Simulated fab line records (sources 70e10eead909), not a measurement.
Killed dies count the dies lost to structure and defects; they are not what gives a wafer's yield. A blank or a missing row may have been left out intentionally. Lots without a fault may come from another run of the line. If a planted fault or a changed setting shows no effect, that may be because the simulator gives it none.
Matching of chambers ; flow nand_harc ; NHARC_A_STAIRCASE_TRIM_196 on rie_diel-02 has 4 sister chambers
The step chemistry O2, time 211.2 s. 7 wafers are shown with their chamber, then 7 later ones without.

EACH WAFER AND ITS CHAMBER
wafer;chamber;showerhead_plenum_p_Torr (Torr);drypump_motor_current_A (A)
L077.6;0;3.59;5.2
L078.3;2;3.37;5.8
L085.4;1;3.31;5.4
L085.5;0;3.58;5.3
L085.6;1;3.31;5.4
L088.3;3;3.71;6.3
L088.5;3;3.71;6.3

WAFERS WHOSE CHAMBER IS MISSING
wafer;showerhead_plenum_p_Torr (Torr);drypump_motor_current_A (A)
L088.6;3.58;5.3
L087.1;3.31;5.4
L087.4;3.57;5.2
L087.6;3.57;5.2
L095.1;3.35;5.8
L095.2;3.57;5.2
L095.4;3.70;6.3

THE CHAMBER EACH PASSED THROUGH
wafer;from the rows above;in truth
L088.6;0;0
L087.1;1;1
L087.4;0;0
L087.6;0;0
L095.1;2;2
L095.2;0;0
L095.4;3;3
7 of 7 placed correctly. From these rows, 0 cannot be placed. Number placed wrongly: 0.
How it was worked out, from the rows above alone: a wafer's distance from a chamber is the root of the sum, over the readings, of the square of ((its reading less the chamber's mean) divided by the reading's scatter). If the next closest chamber is less than 2 further off than the closest, the wafer can't be placed; otherwise it belongs to the closest. A chamber's mean is the mean of its shown wafers. The scatter: take each reading less its chamber's mean, square it, sum over the shown wafers, divide by the number of wafers less the number of chambers, and take the root.
